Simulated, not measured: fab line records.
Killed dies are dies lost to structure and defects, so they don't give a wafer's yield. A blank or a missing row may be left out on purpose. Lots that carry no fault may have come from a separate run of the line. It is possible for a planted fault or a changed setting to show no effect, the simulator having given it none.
Matching of chambers | flow n5-finfet | 4 sister chambers for N5_BEOL_M0_ETCH_128 on rie-diel-03
The step etches SiCN in CF4/N2, target depth 12 nm, overetch 5.1 nm, time 21.4 s. 8 wafers are shown with their chamber, then 8 later ones without.

## WAFERS WITH THEIR CHAMBER
wafer  | chamber | drypump-motor-current-A (A) | throttle-valve-pct (%)
L081.5 | 0       | 5.3                         | 15.49
L090.3 | 3       | 5.5                         | 15.46
L090.5 | 1       | 6.6                         | 15.15
L090.6 | 0       | 5.4                         | 15.53
L092.2 | 2       | 5.9                         | 15.96
L092.4 | 3       | 5.5                         | 15.45
L092.6 | 2       | 5.9                         | 15.96
L093.1 | 1       | 6.5                         | 15.16

## WAFERS MISSING THEIR CHAMBER
wafer  | drypump-motor-current-A (A) | throttle-valve-pct (%)
L093.4 | 6.0                         | 15.96
L093.6 | 6.0                         | 15.96
L095.3 | 5.4                         | 15.57
L095.5 | 5.9                         | 15.99
L095.6 | 5.5                         | 15.48
L096.1 | 6.6                         | 15.16
L096.4 | 5.5                         | 15.47
L096.6 | 5.3                         | 15.58

## EACH ONE'S CHAMBER
wafer  | from the rows above     | in truth
L093.4 | 2                       | 2
L093.6 | 2                       | 2
L095.3 | 0                       | 0
L095.5 | 2                       | 2
L095.6 | can't be placed: 3 or 0 | 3
L096.1 | 1                       | 1
L096.4 | 3                       | 3
L096.6 | 0                       | 0
Placed correctly: 7 of 8. Not placeable from these rows: 1 (in 1, the candidates include the true chamber). Wrongly placed: 0.
How it was worked out, from the rows above alone: a wafer's distance from a chamber is the root of the sum, over the readings, of the square of ((its reading less the chamber's mean) divided by the reading's scatter). If the next closest chamber is less than 2 further off than the closest, the wafer can't be placed; otherwise it belongs to the closest. The mean given for a chamber averages the wafers shown for that chamber. How the scatter is found: for the shown wafers, subtract from each reading the mean of its chamber, square and add these, divide the total by (wafers less chambers), then take the root.
